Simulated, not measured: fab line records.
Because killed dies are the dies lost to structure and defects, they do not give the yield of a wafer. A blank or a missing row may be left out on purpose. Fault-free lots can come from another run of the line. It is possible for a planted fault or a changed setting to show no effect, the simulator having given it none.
A lot that was struck, set against a sound lot -- flow n5_finfet -- 40 out of 1938 route steps
Sound: these wafers, L628.3, L628.4, L628.6. Struck: wafers L633.5, L633.6. (L633.3 of the same lot was not struck and is left out.) The cause comes at the end.
At each step with rows: each side's tool, then ch and its chambers, then its first start. Under that, the readings that differ: sound wafers -- struck wafers -- difference of the means -- sigmas: that difference in standard deviations of wafers without a fault.
alike: same words and numbers on both sides, and readings whose means sit less than 2 such deviations apart. not compared: any withheld reading, any reading some wafer has no value for, any bound like >300 that may hide the same value, and any number with overlapping values for which the record gives no deviation.
A row with sigmas, a row that says differs or no value, or rows on one side alone: a step with any of these is where the two part. Numbers that don't overlap but have no deviation are shown without sigmas and don't part them. A reading that every wafer of one side lacks parts them only if that side has two wafers or more.

first, 12 steps without rows for these wafers: N5_BEOL_M0_SAQP_DESCUM_19 (chemistry O2, time 7.9 s); N5_BEOL_M0_SAQP_ETCH_83 (etches SiARC in CF4, target depth 39 nm, time 65 s); N5_BEOL_M0_SAQP_ETCH_84 (etches SOC in N2/H2, target depth 100 nm, overetch 20 nm, time 150 s); N5_BEOL_M0_SAQP_STRIP_80 (strips in N2/H2); N5_BEOL_M0_SAQP_HM_OPEN_112 (chemistry CHF3/O2, target SiO2, stops on a-Si, target depth 12 nm, time 13.5 s); N5_BEOL_M0_SAQP_STRIP_113 (strips in CHF3/O2); N5_BEOL_M0_SAQP_MANDREL_ETCH_20 (etches a-Si in HBr/Cl2, stops on SiNx, target depth 60 nm, bt time 10 s, time 30 s); N5_BEOL_M0_SAQP_STRIP_86 (strips in N2/H2); N5_BEOL_M0_SAQP_STRIP_115 (strips in post etch residue remover, time 60 s); N5_BEOL_M0_SAQP_SRD_93 (time 30 s); N5_BEOL_M0_SAQP_RECESS_114 (chemistry HF/NH3, target SiO2, target depth 14.4 nm, afs cycles 3, sublimation time 60 s); N5_BEOL_M0_SAQP_SPACER1_ALD_98 (deposits SiO2, target thk 12.8 nm, pulse time 1 s, purge time 2 s).
N5_BEOL_M0_SAQP_SPACER1_ETCHBACK_99: etches SiO2 in CHF3/O2, target depth 15.4 nm, time 7.7 s.
  sound on rie_diel-04 ch 1,2,3, day 6 17:26; struck on rie_diel-04 ch 0,3, day 8 04:56
reading,sound,struck,difference,sigmas
oes_product_au (a.u.),0.73 0.91 0.82,0.60 0.55,-0.24,-3
  alike: drypump_motor_current_A, oes_o_777_au, rf_vpp_V, showerhead_plenum_p_Torr, throttle_valve_pct
  not compared: rf_hours_counter_h
N5_BEOL_M0_SAQP_MANDREL1_REMOVE_100: chemistry HBr/Cl2/O2, target a-Si, stops on SiNx, bt time 10 s.
  sound on rie_si-02 ch 0,2,3, day 6 17:31; struck on rie_si-04 ch 0,3, day 8 05:01
reading,sound,struck,difference,sigmas
oes_product_au (a.u.),0.998 0.994 1.007,0.541 0.466,-0.496,-28
  alike: drypump_motor_current_A, oes_o_777_au, throttle_valve_pct
  not compared: rf_hours_counter_h
N5_BEOL_M0_SAQP_CD_MEAS_25: target cd 13.1 nm.
  sound on cd_sem-02 ch 0, day 6 17:38; struck on cd_sem-03 ch 0, day 8 05:08
reading,sound,struck,difference,sigmas
cd_nm (nm),12.99 13.05 12.68,- -,no value on the struck wafers,
N5_BEOL_M0_SAQP_ETCH_101: etches SiNx in CH3F/O2, target depth 29.9 nm, time 42.7 s.
  sound on rie_diel-04 ch 2,3, day 6 17:45; struck on rie_diel-04 ch 1,2, day 8 05:11
reading,sound,struck,difference,sigmas
oes_product_au (a.u.),0.82 0.73 0.82,0.40 0.40,-0.39,-5
  alike: drypump_motor_current_A, oes_o_777_au, rf_vpp_V, showerhead_plenum_p_Torr, throttle_valve_pct
  not compared: rf_hours_counter_h
then, 1 step without rows for these wafers: N5_BEOL_M0_SAQP_ETCH_102 (etches SiO2 in CF4, target depth 4 nm, time 4.4 s).
N5_BEOL_M0_SAQP_MANDREL_ETCH_103: etches a-Si in HBr/Cl2, stops on SiCN, target depth 45 nm, bt time 10 s, time 27 s.
  sound on rie_si-04 ch 1,2, day 6 17:53; struck on rie_si-02 ch 1,2, day 8 05:19
reading,sound,struck,difference,sigmas
oes_product_au (a.u.),0.692 0.698 0.710,0.400 0.338,-0.331,-28
throttle_valve_pct (%),34.5 35.9 34.5,35.9 36.3,+1.1,+2
  alike: drypump_motor_current_A
  not compared: rf_hours_counter_h
then, 20 steps without rows for these wafers: N5_BEOL_M0_SAQP_RECESS_104 (chemistry HF/NH3, target SiO2, target depth 18 nm, afs cycles 3, sublimation time 60 s); N5_BEOL_M0_SAQP_COAT_105 (time 60 s, resist thk 100 nm); N5_BEOL_M0_SAQP_ETCH_106 (etches SOC in N2/H2, stops on SiNx, target depth 150 nm); N5_BEOL_M0_SAQP_ETCH_107 (etches SiNx in CH3F/O2, target depth 30 nm); N5_BEOL_M0_SAQP_STRIP_108 (strips in N2/H2); N5_BEOL_M0_SAQP_RECESS_109 (chemistry HF/NH3, target SiO2, target depth 3 nm, afs cycles 1, sublimation time 60 s); N5_BEOL_M0_SAQP_SPACER2_ALD_26 (deposits SiO2, target thk 15 nm, pulse time 1 s, purge time 2 s); N5_BEOL_M0_SAQP_SPACER2_ETCHBACK_27 (etches SiO2 in CHF3/O2, target depth 22.5 nm, time 11.25 s); N5_BEOL_M0_SAQP_MANDREL2_REMOVE_110 (chemistry HBr/Cl2/O2, target a-Si, stops on SiCN, bt time 10 s); N5_BEOL_M0_SAQP_COAT_69 (time 60 s, resist thk 90 nm); N5_BEOL_M0_SAQP_COAT_72 (time 60 s, resist thk 15 nm); N5_BEOL_M0_SAQP_COAT_87 (time 60 s, resist thk 5 nm); N5_BEOL_M0_SAQP_COAT_34 (resist thk 30 nm); N5_BEOL_M0_SAQP_EBR_36; N5_BEOL_M0_SAQP_SOFTBAKE_35 (time 60 s); N5_BEOL_M0_SAQP_EXPOSE_37 (exposes mask M0 CUT1, target cd 30 nm); N5_BEOL_M0_SAQP_PEB_38 (peb time 60 s); N5_BEOL_M0_SAQP_DEVELOP_39 (develop time 30 s); N5_BEOL_M0_SAQP_DESCUM_45 (chemistry O2, time 7 s); N5_BEOL_M0_SAQP_ETCH_88 (etches underlayer in N2/H2, target depth 6.5 nm, time 5.2 s).
N5_BEOL_M4_RC_MEAS_101:
  the record has rows for the sound wafers here (prober-01 ch 0, day 9 04:04) and none for the struck ones
-- here the record skips 7 days between the struck wafers' starts before and after, leaving off in module BEOL_M4 and picking up in module PASSIVATION (first step shown: number 1936 of the route) --
N5_PASSIVATION_PROBE_49:
  rows exist in the record for the struck wafers here (prober-01, day 14 19:22), but not for the sound ones

WHERE THEY PART
At N5_BEOL_M0_SAQP_SPACER1_ETCHBACK_99 first; at N5_PASSIVATION_PROBE_49 last (within this record only).

WHY: what had been put in by the simulator
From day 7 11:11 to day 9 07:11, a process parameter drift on rie_diel-04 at N5_BEOL_M0_SAQP_SPACER1_ETCHBACK_99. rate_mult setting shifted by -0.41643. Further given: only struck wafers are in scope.
